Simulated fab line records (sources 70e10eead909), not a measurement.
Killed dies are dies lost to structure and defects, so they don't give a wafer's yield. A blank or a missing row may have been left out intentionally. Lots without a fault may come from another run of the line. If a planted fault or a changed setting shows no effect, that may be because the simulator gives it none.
The tool behind it: which one? | flow nandHarc | 14 lots with 42 wafers sampled at 5 steps, on a route of 1159 steps

== WHAT THE GAUGES READ, wafer by wafer ==
NHARC_END_SORT_01. Usual: killedAtArray 25, standard deviation 7.8; killedAtOther 0.6, standard deviation 0.81; killedAtPeriphery 3.3, standard deviation 2.2; killedDies 29, standard deviation 8.2; killedOpen 3.5, standard deviation 1.9; killedShort 1.8, standard deviation 1.3.
lot  | measured     | on        | killedAtArray | killedAtOther | killedAtPeriphery | killedDies | killedOpen | killedShort | flag
L321 | day 23 22:55 | prober-01 | 30 26         | 0 2           | 6 4               | 36 32      | 5 2        | 1 5         | 
L324 | day 23 12:22 | prober-01 | 17 18 26      | 1 0 0         | 5 7 0             | 23 25 26   | 8 3 3      | 2 2 1       | 

== WHAT TOOL EACH LOT RAN ON (gives the tool, then ch and the chambers of the sampled wafers, and finally the start) ==
lot  | NHARC_A_STAIRCASE_ETCH_221                   | NHARC_A_STAIRCASE_ETCH_223                   | NHARC_A_STAIRCASE_STRIP_238         | NHARC_A_STAIRCASE_HM_DEP_456
L311 | rieDiel-06 ch 0,2,3, day 10 21:03 or earlier | rieDiel-06 ch 0,2,3, day 10 21:03 or earlier | plasmaAsher-01 ch 0,1, day 10 21:03 | aclDep-02 ch 0, day 10 23:52
L312 | rieDiel-06 ch 0,3, day 11 16:45 or earlier   | rieDiel-06 ch 0,1, day 11 16:45 or earlier   | plasmaAsher-01 ch 0, day 11 16:45   | aclDep-02 ch 0, day 11 20:04
L316 | rieDiel-13 ch 0,1,3, day 12 04:18 or earlier | rieDiel-13 ch 0,2,3, day 12 04:18 or earlier | plasmaAsher-01 ch 0,1, day 12 04:18 | aclDep-02 ch 0, day 12 06:45
L314 | rieDiel-06 ch 1,2, day 12 04:54 or earlier   | rieDiel-06 ch 0,2,3, day 12 04:54 or earlier | plasmaAsher-01 ch 0,1, day 12 04:54 | aclDep-01 ch 0, day 12 07:53
L315 | rieDiel-07 ch 0,1, day 12 09:46 or earlier   | rieDiel-07 ch 0,2,3, day 12 09:46 or earlier | plasmaAsher-02 ch 0,1, day 12 09:46 | aclDep-03 ch 0, day 12 12:43
L317 | rieDiel-07 ch 0,1,2, day 12 20:47 or earlier | rieDiel-07 ch 0,1,3, day 12 20:47 or earlier | plasmaAsher-02 ch 0,1, day 12 20:47 | aclDep-02 ch 0, day 13 00:50
L319 | rieDiel-06 ch 0,1,3, day 13 01:20 or earlier | rieDiel-06 ch 0,1,3, day 13 01:20 or earlier | plasmaAsher-01 ch 0,1, day 13 01:20 | aclDep-02 ch 0, day 13 04:40
L318 | rieDiel-13 ch 0,1,3, day 13 03:17 or earlier | rieDiel-13 ch 0,1,3, day 13 03:17 or earlier | plasmaAsher-01 ch 0,1, day 13 03:17 | aclDep-03 ch 0, day 13 08:02
L320 | rieDiel-06 ch 1,2,3, day 13 12:16 or earlier | rieDiel-06 ch 0,1,2, day 13 12:16 or earlier | plasmaAsher-01 ch 0,1, day 13 12:16 | aclDep-03 ch 0, day 13 20:37
L321 | rieDiel-07 ch 0,1,2, day 13 12:48 or earlier | rieDiel-07 ch 1,2,3, day 13 12:48 or earlier | plasmaAsher-02 ch 1, day 13 12:48   | aclDep-02 ch 0, day 13 20:55
L324 | rieDiel-06 ch 0,2,3, day 14 05:08 or earlier | rieDiel-06 ch 0,1,3, day 14 05:08 or earlier | plasmaAsher-02 ch 0,1, day 14 05:08 | aclDep-01 ch 0, day 14 07:37 and aclDep-02 ch 0, day 14 10:34
L329 | rieDiel-13 ch 0,2, day 15 11:01 or earlier   | rieDiel-13 ch 1,2, day 15 11:01 or earlier   | plasmaAsher-02 ch 0,1, day 15 11:01 | aclDep-03 ch 0, day 15 14:26
L333 | rieDiel-06 ch 0,3, day 16 17:40 or earlier   | rieDiel-06 ch 0,1,2, day 16 17:40 or earlier | plasmaAsher-01 ch 0,1, day 16 17:40 | aclDep-02 ch 0, day 16 20:14
L334 | rieDiel-06 ch 0,1, day 16 22:00 or earlier   | rieDiel-06 ch 0,2,3, day 16 22:00 or earlier | plasmaAsher-01 ch 0,1, day 16 22:00 | aclDep-02 ch 0, day 17 02:51
- NHARC_A_STAIRCASE_ETCH_221: etches the open film in C4F8/O2, target depth 100 nm, time 40.5 s.
- NHARC_A_STAIRCASE_ETCH_223: etches the open film in C4F8/O2, target depth 100 nm, time 40.5 s.
- NHARC_A_STAIRCASE_STRIP_238: strips in O2.
- NHARC_A_STAIRCASE_HM_DEP_456: deposits aC, target thk 1500 nm.

== WHAT THE TOOLS THEMSELVES READ (means of the sampled wafers that have a number; where no wafer has one, the mark that the record gives instead) ==
NHARC_A_STAIRCASE_ETCH_221. Usual: oesProductAu 0.932 a.u., standard deviation 0.016; rfVppV 898 V, standard deviation 5.
lot  | tool       | oesProductAu (a.u.) | rfVppV (V) | flag
L311 | rieDiel-06 | 0.919               | 899        | 
L312 | rieDiel-06 | 0.936               | 901        | 
L316 | rieDiel-13 | 0.917               | 889        | 
L314 | rieDiel-06 | 0.947               | 896        | 
L315 | rieDiel-07 | 0.947               | 901        | 
L317 | rieDiel-07 | 0.919               | 902        | 
L319 | rieDiel-06 | 0.927               | 897        | 
L318 | rieDiel-13 | 0.920               | 896        | 
L320 | rieDiel-06 | 0.951               | 898        | 
L321 | rieDiel-07 | 0.932               | 901        | 
L324 | rieDiel-06 | 0.966               | 902        | 
L329 | rieDiel-13 | 0.927               | 898        | 
L333 | rieDiel-06 | 0.920               | 900        | 
L334 | rieDiel-06 | 0.915               | 894        | 

NHARC_A_STAIRCASE_ETCH_223. Usual: oesProductAu 0.936 a.u., standard deviation 0.013; rfVppV 898 V, standard deviation 5.1.
lot  | tool       | oesProductAu (a.u.) | rfVppV (V) | flag
L311 | rieDiel-06 | 0.931               | 902        | 
L312 | rieDiel-06 | 0.935               | 895        | 
L316 | rieDiel-13 | 0.931               | 891        | 
L314 | rieDiel-06 | 0.944               | 902        | 
L315 | rieDiel-07 | 0.945               | 902        | 
L317 | rieDiel-07 | 0.945               | 900        | 
L319 | rieDiel-06 | 0.942               | 898        | 
L318 | rieDiel-13 | 0.919               | 897        | 
L320 | rieDiel-06 | 0.953               | 898        | 
L321 | rieDiel-07 | 0.938               | 901        | 
L324 | rieDiel-06 | 0.943               | 898        | 
L329 | rieDiel-13 | 0.932               | 895        | 
L333 | rieDiel-06 | 0.932               | 897        | 
L334 | rieDiel-06 | 0.944               | 900        | 

NHARC_A_STAIRCASE_STRIP_238. Usual: drypumpMotorCurrentA 5.8 A, standard deviation 0.32; heaterPowerW 352 W, standard deviation 30.
lot  | tool           | drypumpMotorCurrentA (A) | heaterPowerW (W) | flag
L311 | plasmaAsher-01 | 5.9                      | 371              | 
L312 | plasmaAsher-01 | 5.9                      | 403              | 
L316 | plasmaAsher-01 | 6.0                      | 379              | 
L314 | plasmaAsher-01 | 6.0                      | 345              | 
L315 | plasmaAsher-02 | 5.4                      | 358              | 
L317 | plasmaAsher-02 | 5.4                      | 351              | 
L319 | plasmaAsher-01 | 6.1                      | 341              | 
L318 | plasmaAsher-01 | 5.9                      | 363              | 
L320 | plasmaAsher-01 | 6.0                      | 336              | 
L321 | plasmaAsher-02 | 5.5                      | 374              | 
L324 | plasmaAsher-02 | 5.4                      | 343              | 
L329 | plasmaAsher-02 | 5.4                      | 344              | 
L333 | plasmaAsher-01 | 6.0                      | 362              | 
L334 | plasmaAsher-01 | 6.0                      | 340              | 

NHARC_A_STAIRCASE_HM_DEP_456. Usual: throttleValvePct 34.998 %, standard deviation 0.0089.
lot  | tool                | throttleValvePct (%) | flag
L311 | aclDep-02           | 34.999               | 
L312 | aclDep-02           | 35.008               | 
L316 | aclDep-02           | 34.997               | 
L314 | aclDep-01           | 34.998               | 
L315 | aclDep-03           | 34.995               | 
L317 | aclDep-02           | 35.004               | 
L319 | aclDep-02           | 35.003               | 
L318 | aclDep-03           | 35.001               | 
L320 | aclDep-03           | 34.998               | 
L321 | aclDep-02           | 34.996               | 
L324 | aclDep-01/aclDep-02 | 34.998               | 
L329 | aclDep-03           | 35.000               | 
L333 | aclDep-02           | 35.002               | 
L334 | aclDep-02           | 34.988               | 

== THE ANSWER, worked out from the rows above alone ==
Rule: a lot is off if the mean of its wafers that have a number lies more than 3 standard deviations from the usual mean. Also off: a lot with no number at a reading for which 4 or more lots have one. The other lots that the step has rows for count as sound. The gauges are gone through in route order, then the tools' own readings, and for those a lot's mean is taken as printed above. The first step at which some lot is off is used, and at that step the reading that is off furthest; a lot without a number counts as furthest.
Nothing can be told from this: no lot is off at any reading shown.

== WHAT HAD BEEN PUT IN BY THE SIMULATOR ==
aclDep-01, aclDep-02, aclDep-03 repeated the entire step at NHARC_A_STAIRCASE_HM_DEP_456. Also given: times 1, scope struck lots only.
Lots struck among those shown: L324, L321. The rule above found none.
